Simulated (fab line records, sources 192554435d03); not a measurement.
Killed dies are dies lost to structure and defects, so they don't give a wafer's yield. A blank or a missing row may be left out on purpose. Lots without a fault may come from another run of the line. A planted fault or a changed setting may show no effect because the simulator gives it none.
Which tool did it? | flow n5_finfet | 8 lots, 24 wafers sampled, at 7 steps of a route of 1938

WHAT THE GAUGES READ, wafer by wafer
N5_BEOL_M6_CD_MEAS_11: target cd 38.5 nm.
lot  | measured     | on        | cd_nm (nm)
L914 | day 9 04:08  | cd_sem-02 | 38.0 38.2 37.9
L923 | day 11 10:26 | cd_sem-02 | 34.7 35.5 35.0
L922 | day 11 10:57 | cd_sem-03 | 35.7 35.8 36.0
L930 | day 13 09:46 | cd_sem-02 | 37.7 37.6 37.9
L932 | day 13 14:55 | cd_sem-02 | 39.3 38.6 38.5
L934 | day 14 10:00 | cd_sem-03 | 39.0 39.0 39.0
L933 | day 14 17:31 | cd_sem-03 | 39.2 38.2 38.4
L937 | day 15 00:15 | cd_sem-01 | 38.4 38.2 38.5

N5_BEOL_M6_CD_MEAS_18: pitch 80 nm, target cd 40 nm.
lot  | measured     | on        | cd_nm (nm)
L914 | day 9 05:16  | cd_sem-01 | 39.5 39.1 39.5
L923 | day 11 12:04 | cd_sem-01 | 36.3 36.2 36.1
L922 | day 11 12:41 | cd_sem-03 | 37.0 37.2 37.1
L930 | day 13 10:19 | cd_sem-03 | 39.1 39.2 39.1
L932 | day 13 15:50 | cd_sem-03 | 40.4 40.0 40.0
L934 | day 14 10:38 | cd_sem-02 | 40.0 39.7 40.5
L933 | day 14 18:18 | cd_sem-02 | 40.3 39.6 39.9
L937 | day 15 00:50 | cd_sem-01 | 40.5 39.9 40.2

N5_BEOL_M15_RC_MEAS_101.
lot  | measured     | on        | COMB_M10 (S/m)          | COMB_M11 (S/m)             | COMB_M11_max_site (S/m) | COMB_M12 (S/m)          | COMB_M13 (S/m)          | COMB_M14 (S/m)          | COMB_M15 (S/m)          | COMB_M5 (S/m)           | COMB_M6 (S/m)           | COMB_M7 (S/m)           | COMB_M7_max_site (S/m)  | COMB_M8 (S/m)           | COMB_M9 (S/m)           | SERP_M10 (ohm/um) | SERP_M11 (ohm/um) | SERP_M12 (ohm/um) | SERP_M13 (ohm/um) | SERP_M14 (ohm/um) | SERP_M5 (ohm/um) | SERP_M6 (ohm/um) | SERP_M6_max_site (ohm/um) | SERP_M7 (ohm/um) | SERP_M8 (ohm/um) | SERP_M9 (ohm/um)
L914 | day 12 08:38 | prober-02 | 2.1e-11 2.1e-11 2.1e-11 | 1.47e-11 1.32e-11 1.43e-11 | 2e-11 1.6e-11 1.9e-11   | 6.9e-12 8.4e-12 6.8e-12 | 6.9e-12 7.8e-12 4.6e-12 | 4.9e-12 5.6e-12 4.4e-12 | 4.4e-12 3.4e-12 3.7e-12 | 4.3e-11 3.2e-11 3.8e-11 | 2.7e-11 1.9e-11 3.2e-11 | 2.3e-11 2.1e-11 2.6e-11 | 3.3e-11 3.5e-11 3.2e-11 | 2.8e-11 3.5e-11 2.8e-11 | 1.9e-11 2.2e-11 1.7e-11 | 3.15 3.04 3.13    | 2.95 3.08 2.95    | 0.636 0.616 0.624 | 0.308 0.311 0.319 | 0.155 0.159 0.164 | 37.0 37.5 38.2   | 14.2 14.2 14.0   | 14.7 14.4 14.8            | 13.1 13.6 13.5   | 14.7 14.1 13.2   | 3.01 3.02 3.12
L923 | day 14 19:22 | prober-01 | 1.2e-11 1.3e-11 1.3e-11 | 2e-11 1.7e-11 1.77e-11     | 2.9e-11 2.5e-11 2.7e-11 | 6.4e-12 6.4e-12 4.9e-12 | 4.3e-12 3.8e-12 3.8e-12 | 3.3e-12 3.3e-12 2.6e-12 | 4.1e-12 2.9e-12 4.1e-12 | 4.2e-11 4.6e-11 3.3e-11 | 2.5e-11 2.4e-11 2.1e-11 | 3.3e-11 2e-11 2.5e-11   | 4.3e-11 3.6e-11 4.4e-11 | 3.2e-11 2.6e-11 2.2e-11 | 1.7e-11 1.1e-11 1.2e-11 | 3.05 3.11 2.96    | 3.00 3.13 2.94    | 0.624 0.643 0.649 | 0.297 0.308 0.305 | 0.161 0.156 0.158 | 40.1 38.4 41.3   | 16.4 17.2 16.7   | 17.6 17.9 17.3            | 13.5 14.0 14.1   | 14.2 14.2 13.6   | 2.99 3.14 2.99
L922 | day 14 21:33 | prober-02 | 1.4e-11 1.3e-11 1.1e-11 | 1.04e-11 8.8e-12 1.37e-11  | 1.4e-11 1.1e-11 2.4e-11 | 6e-12 7e-12 9.4e-12     | 7e-12 5.7e-12 6.4e-12   | 3.6e-12 3e-12 6.3e-12   | 2.3e-12 3e-12 3.1e-12   | 3.2e-11 3.5e-11 3.7e-11 | 2.2e-11 2.5e-11 3.2e-11 | 1.7e-11 2.6e-11 2.4e-11 | 4.1e-11 3.4e-11 4.4e-11 | 2e-11 2.6e-11 2.8e-11   | 1.2e-11 1.5e-11 1.2e-11 | 3.06 2.93 3.00    | 3.21 3.13 3.02    | 0.640 0.680 0.642 | 0.316 0.312 0.312 | 0.158 0.165 0.160 | 36.6 37.0 36.4   | 15.7 15.8 15.5   | 17.5 16.8 16.4            | 13.9 13.7 13.7   | 14.1 14.5 13.6   | 3.10 3.00 2.96
L930 | day 17 01:24 | prober-02 | 1e-11 8e-12 1.1e-11     | 1.54e-11 1.66e-11 1.33e-11 | 2.1e-11 2.4e-11 2e-11   | 6.1e-12 7.3e-12 6.3e-12 | 6.1e-12 6.5e-12 6.7e-12 | 5.1e-12 4e-12 4.1e-12   | 3e-12 3.5e-12 3.6e-12   | 4e-11 4.6e-11 3.8e-11   | 2.6e-11 2.7e-11 3.1e-11 | 2.2e-11 3.8e-11 2.7e-11 | 2.6e-11 6.5e-11 4.9e-11 | 2.8e-11 2.5e-11 2.2e-11 | 1.9e-11 1.6e-11 1.5e-11 | 3.06 3.13 3.10    | 3.11 3.09 3.10    | 0.648 0.635 0.632 | 0.307 0.309 0.307 | 0.161 0.160 0.164 | 40.3 38.5 37.3   | 14.2 14.3 14.7   | 14.5 15.1 15.5            | 14.2 13.7 14.1   | 13.6 13.2 13.2   | 3.04 3.03 3.04
L932 | day 17 15:47 | prober-01 | 1.5e-11 1.1e-11 1.3e-11 | 1.13e-11 1.94e-11 1.41e-11 | 1.7e-11 2.7e-11 1.9e-11 | 5.4e-12 7e-12 6.5e-12   | 6.5e-12 6.9e-12 5.3e-12 | 4e-12 3.5e-12 4e-12     | 3e-12 1.7e-12 1.8e-12   | 3e-11 3.2e-11 3.5e-11   | 2.6e-11 2.4e-11 2.4e-11 | 3.1e-11 3.2e-11 1.8e-11 | 4.6e-11 3.8e-11 2.7e-11 | 1.8e-11 2.6e-11 2.3e-11 | 1.4e-11 1.6e-11 1.6e-11 | 3.02 3.09 3.08    | 3.14 3.08 3.13    | 0.659 0.641 0.643 | 0.314 0.317 0.311 | 0.162 0.157 0.157 | 39.0 40.5 37.7   | 13.6 13.6 14.3   | 14.4 14.9 14.9            | 14.1 14.4 13.5   | 13.6 14.0 13.8   | 3.17 3.08 3.07
L934 | day 17 16:32 | prober-02 | 1.5e-11 1.3e-11 1.3e-11 | 1.44e-11 1.85e-11 1.64e-11 | 2.4e-11 2.1e-11 1.9e-11 | 6.5e-12 7.8e-12 8.5e-12 | 6e-12 4.5e-12 5.8e-12   | 3.2e-12 4.9e-12 3.1e-12 | 3e-12 2.3e-12 2.8e-12   | 4.3e-11 3.6e-11 3.8e-11 | 2.4e-11 2.6e-11 2e-11   | 3.3e-11 2.6e-11 2.6e-11 | 4e-11 4e-11 5.3e-11     | 2.9e-11 2.7e-11 2.2e-11 | 1.5e-11 2.6e-11 1.9e-11 | 3.10 3.03 3.12    | 3.09 3.07 3.17    | 0.648 0.663 0.672 | 0.306 0.301 0.317 | 0.160 0.162 0.156 | 38.8 39.8 41.0   | 14.6 13.8 14.1   | 15.2 14.0 14.8            | 14.0 13.3 13.3   | 13.7 14.1 14.1   | 3.12 2.99 3.01
L933 | day 18 02:13 | prober-02 | 1.9e-11 1.9e-11 2.2e-11 | 1.39e-11 1.16e-11 1.78e-11 | 1.8e-11 1.7e-11 2.1e-11 | 5e-12 7.3e-12 8.7e-12   | 5.4e-12 5.1e-12 5e-12   | 5.6e-12 4.4e-12 5.2e-12 | 3.4e-12 3.7e-12 3.5e-12 | 3e-11 3.7e-11 2.8e-11   | 3e-11 2.4e-11 2.6e-11   | 2.1e-11 3.3e-11 3.4e-11 | 2.9e-11 4.6e-11 4.8e-11 | 2.2e-11 3.2e-11 2e-11   | 1.3e-11 1.2e-11 1.7e-11 | 3.21 3.10 3.12    | 2.89 2.93 3.03    | 0.633 0.640 0.640 | 0.322 0.310 0.307 | 0.163 0.161 0.161 | 40.0 39.1 37.9   | 14.0 13.9 14.4   | 14.4 14.9 15.0            | 14.2 14.0 14.5   | 13.4 14.1 13.7   | 3.11 3.05 3.10
L937 | day 18 13:21 | prober-01 | 1.9e-11 1.8e-11 1.5e-11 | 2.45e-11 1.58e-11 1.62e-11 | 2.7e-11 2.3e-11 2e-11   | 6.5e-12 7.5e-12 6.1e-12 | 4.3e-12 6e-12 5.9e-12   | 4.8e-12 3.6e-12 4.9e-12 | 1.9e-12 3.6e-12 2.4e-12 | 3.9e-11 3.6e-11 2.5e-11 | 3.3e-11 2.8e-11 2.3e-11 | 2.5e-11 3.3e-11 2.9e-11 | 2.8e-11 4.9e-11 3.7e-11 | 2.1e-11 2.4e-11 2.5e-11 | 1.2e-11 1.5e-11 1.5e-11 | 3.05 3.14 3.08    | 3.06 2.98 3.16    | 0.666 0.633 0.665 | 0.300 0.310 0.314 | 0.162 0.160 0.161 | 37.6 40.1 37.3   | 13.7 13.8 14.3   | 14.2 14.2 14.5            | 14.3 14.1 14.1   | 13.1 13.3 13.6   | 3.02 3.00 3.10

WHICH TOOL RAN EACH LOT (tool, then ch and the chambers of the sampled wafers, then the start)
lot  | N5_BEOL_M5_ANNEAL_82         | N5_BEOL_M5_SPUTTER_90        | N5_BEOL_M6_CURE_74            | N5_BEOL_M6_EXPOSE_08
L914 | pvd_sputter-03, day 8 21:40  | pvd_sputter-03, day 9 00:51  | uv_cure-01 ch 2, day 9 02:03  | arfi_scanner-02 ch 0, day 9 04:00
L923 | pvd_sputter-03, day 11 03:53 | pvd_sputter-03, day 11 07:04 | uv_cure-03 ch 1, day 11 08:26 | arfi_scanner-02 ch 0, day 11 10:19
L922 | pvd_sputter-02, day 11 05:10 | pvd_sputter-02, day 11 08:20 | uv_cure-01 ch 2, day 11 09:31 | arfi_scanner-02 ch 0, day 11 10:49
L930 | pvd_sputter-01, day 13 02:08 | pvd_sputter-01, day 13 05:19 | uv_cure-03 ch 2, day 13 07:16 | arfi_scanner-03 ch 0, day 13 09:38
L932 | pvd_sputter-02, day 13 05:46 | pvd_sputter-02, day 13 08:56 | uv_cure-03 ch 0, day 13 10:10 | arfi_scanner-01 ch 0, day 13 14:47
L934 | pvd_sputter-02, day 14 00:46 | pvd_sputter-02, day 14 03:56 | uv_cure-01 ch 1, day 14 05:07 | arfi_scanner-03 ch 0, day 14 09:52
L933 | pvd_sputter-01, day 14 08:20 | pvd_sputter-01, day 14 12:13 | uv_cure-03 ch 1, day 14 13:44 | arfi_scanner-01 ch 0, day 14 17:23
L937 | pvd_sputter-03, day 14 16:55 | pvd_sputter-03, day 14 20:06 | uv_cure-01 ch 1, day 14 21:17 | arfi_scanner-03 ch 0, day 15 00:07
- N5_BEOL_M5_ANNEAL_82: time 1800 s.
- N5_BEOL_M5_SPUTTER_90: material Cu, target thk 4.5 nm, time 8.29 s.
- N5_BEOL_M6_CURE_74: cures SiCOH lowk, time 240 s.
- N5_BEOL_M6_EXPOSE_08: exposes mask M6.

WHAT THE TOOLS THEMSELVES READ (means of the sampled wafers that have a number; where no wafer has one, the mark that the record gives instead)
N5_BEOL_M5_ANNEAL_82.
lot  | tool           | heater_power_w (W)
L914 | pvd_sputter-03 | 857
L923 | pvd_sputter-03 | 904
L922 | pvd_sputter-02 | 748
L930 | pvd_sputter-01 | 755
L932 | pvd_sputter-02 | 803
L934 | pvd_sputter-02 | 804
L933 | pvd_sputter-01 | 926
L937 | pvd_sputter-03 | 856

N5_BEOL_M5_SPUTTER_90.
lot  | tool           | throttle_valve_pct (%)
L914 | pvd_sputter-03 | 30.2
L923 | pvd_sputter-03 | 29.8
L922 | pvd_sputter-02 | 30.3
L930 | pvd_sputter-01 | 30.6
L932 | pvd_sputter-02 | 29.6
L934 | pvd_sputter-02 | 30.5
L933 | pvd_sputter-01 | 29.8
L937 | pvd_sputter-03 | 30.7

N5_BEOL_M6_CURE_74.
lot  | tool       | lamp_power_pct (%) | wafer_temp_C_max
L914 | uv_cure-01 | 52.31              | 386.4
L923 | uv_cure-03 | 52.33              | 387.9
L922 | uv_cure-01 | 52.34              | 386.6
L930 | uv_cure-03 | 52.32              | 386.2
L932 | uv_cure-03 | 52.32              | 386.4
L934 | uv_cure-01 | 52.31              | 386.5
L933 | uv_cure-03 | 52.35              | 387.5
L937 | uv_cure-01 | 52.31              | 386.2

N5_BEOL_M6_EXPOSE_08.
lot  | tool            | exposure_dose_mJ_cm2 | reticle_temp_C (C)
L914 | arfi_scanner-02 | 68.27                | 22.86
L923 | arfi_scanner-02 | 63.51                | 23.15
L922 | arfi_scanner-02 | 64.47                | 22.97
L930 | arfi_scanner-03 | 68.15                | 23.09
L932 | arfi_scanner-01 | 68.22                | 23.03
L934 | arfi_scanner-03 | 68.22                | 23.04
L933 | arfi_scanner-01 | 68.13                | 22.93
L937 | arfi_scanner-03 | 68.20                | 22.93

THE ANSWER, worked out from the rows above alone
Rule: what is usual is taken from the lots themselves. Put in order of their means at a reading, lots are off if they are a third of the lots or fewer, leave a main group of 4 or more, and stand apart from it by a gap of 3 or more times the standard deviation of the main group's means; of several such gaps the widest counts. A main group whose means are all the same, to the digits that the tables above print for the reading, isn't used. A lot without any number at a reading at which 4 lots or more have one is off too. The other lots that the step has rows for count as sound. The gauges are gone through in route order, then the tools' own readings, and for those a lot's mean is taken as printed above. The first step at which some lot is off is used, and at that step the reading that is off furthest; a lot without a number counts as furthest.
Off: L923, L922, at N5_BEOL_M6_CD_MEAS_11 (cd_nm). The main group: mean 38.4 nm, standard deviation 0.44.
A tool fits if, at a process step before that reading, it ran every lot that is off, and no sound lot after the first of them. The gauges at N5_BEOL_M6_CD_MEAS_11 aren't tried: what is off there is off at N5_BEOL_M15_RC_MEAS_101 too, on other tools, and a gauge's error can't cause that. One fits: arfi_scanner-02 at N5_BEOL_M6_EXPOSE_08. Its last sound lot is L914 (day 9 04:00), its first lot that is off L923 (day 11 10:19): a fault that began between those two fits.
The tool's own readings at N5_BEOL_M6_EXPOSE_08 bear it out: on the lots that are off they differ by more than 5 times the standard deviation of the sound lots' means. exposure_dose_mJ_cm2 reads 63.99 there against 68.20 on the sound lots.

WHAT THE SIMULATOR HAD PUT IN
Process parameter drift: arfi_scanner-02, from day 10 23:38 on, at N5_BEOL_M6_EXPOSE_08. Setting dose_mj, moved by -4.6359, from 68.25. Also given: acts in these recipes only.
Lots struck among those shown: L923, L922. The rule above found the same.
